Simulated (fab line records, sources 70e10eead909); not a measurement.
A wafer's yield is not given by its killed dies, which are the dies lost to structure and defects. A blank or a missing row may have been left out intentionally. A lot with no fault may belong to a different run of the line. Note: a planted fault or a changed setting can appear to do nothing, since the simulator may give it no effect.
Chamber matching ; flow nandHarc ; NHARC_A_DECK1_JOINT_CMP_13 on cmp-04: 4 sister chambers
The step polishes, target thk 51.023 nm. 4 wafers are shown with their chamber, then 7 later ones without.

WAFERS WITH THEIR CHAMBER
wafer;chamber;motorCurrentA (A)
L698.3;3;10.5
L698.6;0;14.2
L700.3;1;14.1
L700.5;2;10.7

WAFERS MISSING THEIR CHAMBER
wafer;motorCurrentA (A)
L700.6;14.2
L701.1;14.3
L701.2;10.5
L701.3;14.2
L703.4;10.7
L703.5;11.0
L703.6;10.4

CHAMBER TAKEN BY EACH
wafer;from the rows above;in truth
L700.6;can't be placed: 0 or 1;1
L701.1;can't be placed: 0 or 1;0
L701.2;can't be placed: 3 or 2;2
L701.3;can't be placed: 0 or 1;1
L703.4;can't be placed: 2 or 3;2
L703.5;can't be placed: 2 or 3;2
L703.6;can't be placed: 3 or 2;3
Correctly placed: 0 of 7. Can't be placed from these rows: 7 (the true chamber is among the candidates in 7). Wrongly placed: 0.
How it was worked out, from the rows above alone: a wafer's distance from a chamber is the root of the sum, over the readings, of the square of ((its reading less the chamber's mean) divided by the reading's scatter). If the next closest chamber is less than 2 further off than the closest, the wafer can't be placed; otherwise it belongs to the closest. The mean given for a chamber averages the wafers shown for that chamber. The scatter (one wafer shown for each chamber): square how far every hidden wafer sits from the nearest shown wafer, average those squares and take the square root.
